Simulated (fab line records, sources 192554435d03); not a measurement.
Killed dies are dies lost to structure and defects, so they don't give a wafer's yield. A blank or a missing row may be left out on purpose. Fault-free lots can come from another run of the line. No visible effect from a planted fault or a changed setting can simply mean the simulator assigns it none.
Which tool did it?    flow n5_finfet    8 lots with 24 wafers sampled at 8 steps, on a route of 1938 steps

WHAT THE GAUGES SHOWED, per wafer
N5_FIN_SAQP_INSPECT_40: inspects for defects (brightfield).
lot   measured     on                 raw_defect_count
L781  day 2 02:15  defect_inspect-01  275 218 280
L783  day 2 14:15  defect_inspect-02  145 194 210
L785  day 3 02:44  defect_inspect-02  300 176 299
L786  day 3 08:08  defect_inspect-02  412 234 326
L793  day 5 06:51  defect_inspect-02  447 358 364
L794  day 5 11:30  defect_inspect-01  243 348 244
L796  day 5 20:43  defect_inspect-01  898 234 256
L800  day 6 20:23  defect_inspect-01  198 797 173

N5_FIN_CUT_INSPECT_10: inspects for defects (brightfield).
lot   measured     on                 raw_defect_count
L781  day 2 02:46  defect_inspect-02  58 45 65
L783  day 2 14:38  defect_inspect-02  35 35 31
L785  day 3 03:08  defect_inspect-01  65 32 53
L786  day 3 08:32  defect_inspect-01  69 35 53
L793  day 5 07:22  defect_inspect-02  66 74 76
L794  day 5 11:53  defect_inspect-02  41 43 46
L796  day 5 21:06  defect_inspect-02  648 52 47
L800  day 6 20:46  defect_inspect-02  41 646 31

N5_FIN_CUT_INSPECT_17: inspects for defects (brightfield).
lot   measured     on                 raw_defect_count
L781  day 2 03:43  defect_inspect-02  329 212 313
L783  day 2 15:41  defect_inspect-02  165 197 184
L785  day 3 04:41  defect_inspect-01  259 171 281
L786  day 3 09:32  defect_inspect-01  410 230 333
L793  day 5 08:37  defect_inspect-02  473 390 384
L794  day 5 12:51  defect_inspect-02  263 354 278
L796  day 5 22:15  defect_inspect-01  889 219 266
L800  day 6 21:46  defect_inspect-01  185 775 178

N5_BEOL_M4_RC_MEAS_101.
lot   measured      on         DIBL_N (mV/V)   DIBL_P (mV/V)   IOFF_N (nA/um)     IOFF_P (nA/um)  ION_N (uA/um)  ION_P (uA/um)  SS_N (mV/dec)   SS_P (mV/dec)   VT_N (mV)    VT_P (mV)
L781  day 8 20:48   prober-02  35.8 36.6 36.6  37.4 37.3 37.5  0.150 0.153 0.164  0.20 0.20 0.21  673 659 671    460 447 459    71.2 71.3 71.5  73.4 73.6 73.1  248 251 251  -251 -252 -254
L783  day 9 12:06   prober-02  34.8 37.0 36.3  33.3 35.7 34.5  0.133 0.170 0.144  0.20 0.24 0.22  674 685 658    465 464 459    70.2 71.5 71.6  73.3 72.6 73.3  252 248 252  -249 -247 -247
L785  day 9 19:52   prober-01  37.4 34.0 35.3  39.1 34.9 35.5  0.216 0.136 0.154  0.26 0.20 0.19  689 673 667    473 460 454    71.9 70.8 71.1  73.9 73.1 73.5  241 251 250  -246 -253 -253
L786  day 10 01:51  prober-02  33.8 38.0 36.7  34.1 39.1 37.2  0.128 0.205 0.165  0.17 0.24 0.19  663 686 679    456 462 464    71.1 72.1 71.7  72.2 73.4 73.5  251 247 248  -250 -246 -254
L793  day 12 08:26  prober-01  36.2 36.7 35.9  35.0 34.4 33.1  0.141 0.149 0.131  0.21 0.19 0.19  664 656 669    462 459 460    71.5 71.7 70.6  73.0 72.9 72.8  252 253 250  -249 -251 -251
L794  day 12 14:15  prober-02  39.6 37.1 38.9  38.4 35.3 36.7  0.228 0.165 0.199  0.24 0.20 0.22  701 671 681    467 455 456    72.1 71.9 71.9  73.0 73.3 73.1  246 248 248  -248 -252 -251
L796  day 12 21:51  prober-02  34.7 36.9 36.5  34.2 36.8 35.8  0.115 0.151 0.152  0.17 0.23 0.20  649 661 657    448 456 452    70.8 71.6 70.8  72.9 73.2 73.2  254 249 252  -255 -250 -253
L800  day 13 05:46  prober-02  39.8 34.7 37.9  38.1 34.4 36.6  0.211 0.128 0.181  0.25 0.20 0.24  673 667 677    456 459 458    72.7 70.1 72.7  74.5 72.9 73.4  243 251 246  -251 -249 -248

WHAT TOOL EACH LOT RAN ON (gives the tool, then ch and the chambers of the sampled wafers, and finally the start)
lot   N5_FIN_SAQP_STRIP_55               N5_FIN_SAQP_ETCH_65              N5_FIN_SAQP_RECESS_63              N5_FIN_SAQP_FIN_ETCH_36
L781  rie_diel-06 ch 1,2, day 1 21:58    rie_si-03 ch 0,1, day 1 23:46    vapor_etch-02 ch 0,1, day 1 23:59  rie_si-06 ch 0,1,3, day 2 01:59
L783  rie_diel-06 ch 2,3, day 2 10:29    rie_si-01 ch 0,1,2, day 2 12:17  vapor_etch-02 ch 0,1, day 2 12:31  rie_si-01 ch 0,3, day 2 14:00
L785  rie_diel-03 ch 0,1,2, day 2 22:43  rie_si-03 ch 1,2,3, day 3 00:31  vapor_etch-02 ch 0,1, day 3 00:44  rie_si-01 ch 0,3, day 3 02:29
L786  rie_diel-06 ch 2,3, day 3 04:23    rie_si-06 ch 0,2, day 3 06:10    vapor_etch-02 ch 0,1, day 3 06:16  rie_si-06 ch 0,1,2, day 3 07:53
L793  rie_diel-01 ch 2,3, day 5 00:17    rie_si-06 ch 0,1, day 5 02:53    vapor_etch-01 ch 0,1, day 5 03:00  rie_si-06 ch 0,3, day 5 06:36
L794  rie_diel-03 ch 0,2,3, day 5 07:34  rie_si-06 ch 0,2, day 5 09:21    vapor_etch-02 ch 1, day 5 09:28    rie_si-03 ch 0,2,3, day 5 11:15
L796  rie_diel-01 ch 0,1,3, day 5 16:28  rie_si-06 ch 0,2,3, day 5 18:14  vapor_etch-02 ch 0,1, day 5 18:21  rie_si-06 ch 0,1, day 5 20:25
L800  rie_diel-06 ch 2,3, day 6 16:14    rie_si-06 ch 0,1,2, day 6 18:10  vapor_etch-02 ch 0,1, day 6 18:17  rie_si-01 ch 0,2,3, day 6 20:08
- N5_FIN_SAQP_STRIP_55: strips in N2/H2.
- N5_FIN_SAQP_ETCH_65: etches SiO2 in CF4, target depth 4 nm, time 4.4 s.
- N5_FIN_SAQP_RECESS_63: chemistry HF/NH3, target SiO2, target depth 18 nm, afs cycles 3, sublimation time 60 s.
- N5_FIN_SAQP_FIN_ETCH_36: etches the open film in HBr/Cl2/O2, target depth 120 nm, time 50.4 s.

AS READ BY THE TOOLS THEMSELVES (means over the sampled wafers that have a number; for cases with no such wafer, the mark the record gives instead)
N5_FIN_SAQP_STRIP_55.
lot   tool         bias_power_w (W)  drypump_motor_current_A (A)  oes_product_au (a.u.)  rf_vpp_V (V)  showerhead_plenum_p_Torr (Torr)  throttle_valve_pct (%)
L781  rie_diel-06  28.07             5.5                          0.72                   121.6         3.37                             19.0
L783  rie_diel-06  28.01             5.4                          0.71                   121.9         3.40                             19.3
L785  rie_diel-03  28.00             5.6                          0.73                   122.1         3.30                             19.4
L786  rie_diel-06  27.99             5.5                          0.69                   121.5         3.36                             19.5
L793  rie_diel-01  27.94             5.6                          0.74                   120.9         3.34                             18.7
L794  rie_diel-03  27.95             5.9                          0.77                   121.8         3.31                             18.9
L796  rie_diel-01  27.99             5.5                          0.75                   121.8         3.34                             19.1
L800  rie_diel-06  28.02             5.5                          0.87                   120.2         3.35                             19.2

N5_FIN_SAQP_ETCH_65.
lot   tool       drypump_motor_current_A (A)  oes_product_au (a.u.)  throttle_valve_pct (%)
L781  rie_si-03  5.2                          1.03                   21.74
L783  rie_si-01  5.6                          0.97                   21.70
L785  rie_si-03  5.4                          1.01                   21.76
L786  rie_si-06  5.4                          1.02                   21.67
L793  rie_si-06  5.6                          1.02                   21.95
L794  rie_si-06  5.4                          1.03                   21.68
L796  rie_si-06  5.5                          1.01                   21.68
L800  rie_si-06  5.5                          1.01                   21.80

N5_FIN_SAQP_RECESS_63.
lot   tool           drypump_motor_current_A (A)
L781  vapor_etch-02  5.79
L783  vapor_etch-02  5.99
L785  vapor_etch-02  5.98
L786  vapor_etch-02  5.99
L793  vapor_etch-01  5.70
L794  vapor_etch-02  5.57
L796  vapor_etch-02  5.77
L800  vapor_etch-02  6.00

N5_FIN_SAQP_FIN_ETCH_36.
lot   tool       drypump_motor_current_A (A)  oes_product_au (a.u.)  throttle_valve_pct (%)
L781  rie_si-06  5.6                          1.011                  36.08
L783  rie_si-01  5.8                          0.960                  35.89
L785  rie_si-01  6.0                          0.983                  35.83
L786  rie_si-06  5.5                          1.018                  36.17
L793  rie_si-06  5.4                          0.996                  35.83
L794  rie_si-03  5.2                          1.012                  36.14
L796  rie_si-06  5.4                          1.011                  36.05
L800  rie_si-01  5.6                          0.961                  35.98

THE ANSWER, worked out from the rows above alone
Rule: the usual values come from the lots themselves. The widest of any qualifying gaps counts: lots, ordered by their means at a reading, are off when they make up no more than a third of the lots, leave a main group of 4 or more, and stand apart from it by 3 or more times the standard deviation of that group's means. The tables above print the reading to a certain number of digits; a main group whose means all agree to those digits is not used. A lot without any number at a reading at which 4 lots or more have one is off too. All remaining lots with rows at the step are treated as sound. First the gauges in route order, then the tools' own readings, where a lot's mean is used as printed above. At the first step where some lot is off, the reading lying furthest off is the one used; lots without a number count as furthest.
Off: L796, L800, at N5_FIN_CUT_INSPECT_10 (raw_defect_count). Main group: mean 51, sd 12.
If a tool, at a process step before that reading, ran all the lots that are off and no sound lot after the first of them, it fits. Gauges at N5_FIN_CUT_INSPECT_10: tried the same way as those tools. Can't be told from this: 3 tools fit, rie_si-06 at N5_FIN_SAQP_ETCH_65, vapor_etch-02 at N5_FIN_SAQP_RECESS_63, defect_inspect-02 at N5_FIN_CUT_INSPECT_10.

WHAT WAS PUT IN BY THE SIMULATOR
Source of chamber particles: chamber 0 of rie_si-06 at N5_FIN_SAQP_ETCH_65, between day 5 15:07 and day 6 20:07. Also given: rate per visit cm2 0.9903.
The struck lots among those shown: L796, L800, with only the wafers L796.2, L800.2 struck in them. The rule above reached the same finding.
